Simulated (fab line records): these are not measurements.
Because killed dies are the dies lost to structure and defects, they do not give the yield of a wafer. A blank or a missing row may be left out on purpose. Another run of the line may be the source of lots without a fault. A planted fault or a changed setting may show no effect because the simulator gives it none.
Chamber matching ; flow n5Finfet ; N5_BEOL_M3_ETCH_74 on rieDiel-02 has 4 sister chambers
The step etches underlayer in N2/H2, target depth 6.5 nm, time 5.2 s. 8 wafers are shown with their chamber, then 7 later ones without.

WAFERS WITH THEIR CHAMBER
wafer;chamber;drypumpMotorCurrentA (A);showerheadPlenumPTorr (Torr)
L075.3;2;5.6;2.53
L083.5;3;5.2;2.65
L086.1;0;5.3;2.74
L086.4;3;5.2;2.65
L093.4;1;4.9;2.59
L093.6;0;5.4;2.73
L095.2;2;5.6;2.52
L095.4;1;4.9;2.59

WAFERS WITHOUT THEIR CHAMBER
wafer;drypumpMotorCurrentA (A);showerheadPlenumPTorr (Torr)
L095.6;5.2;2.64
L096.1;5.6;2.52
L096.5;4.9;2.59
L096.6;5.4;2.73
L097.1;5.1;2.64
L097.2;4.9;2.59
L097.3;5.6;2.52

THE CHAMBER EACH PASSED THROUGH
wafer;from the rows above;in truth
L095.6;3;3
L096.1;2;2
L096.5;1;1
L096.6;0;0
L097.1;3;3
L097.2;1;1
L097.3;2;2
Correct placement for 7 of the 7. Left unplaced by these rows: 0. 0 placed wrongly.
How it was worked out, from the rows above alone: a wafer's distance from a chamber is the root of the sum, over the readings, of the square of ((its reading less the chamber's mean) divided by the reading's scatter). The wafer belongs to the nearest chamber; if the next one is less than 2 further off, it can't be placed. For every chamber, the mean is computed from those of its wafers that are shown. The scatter: take each reading less its chamber's mean, square it, sum over the shown wafers, divide by the number of wafers less the number of chambers, and take the root.
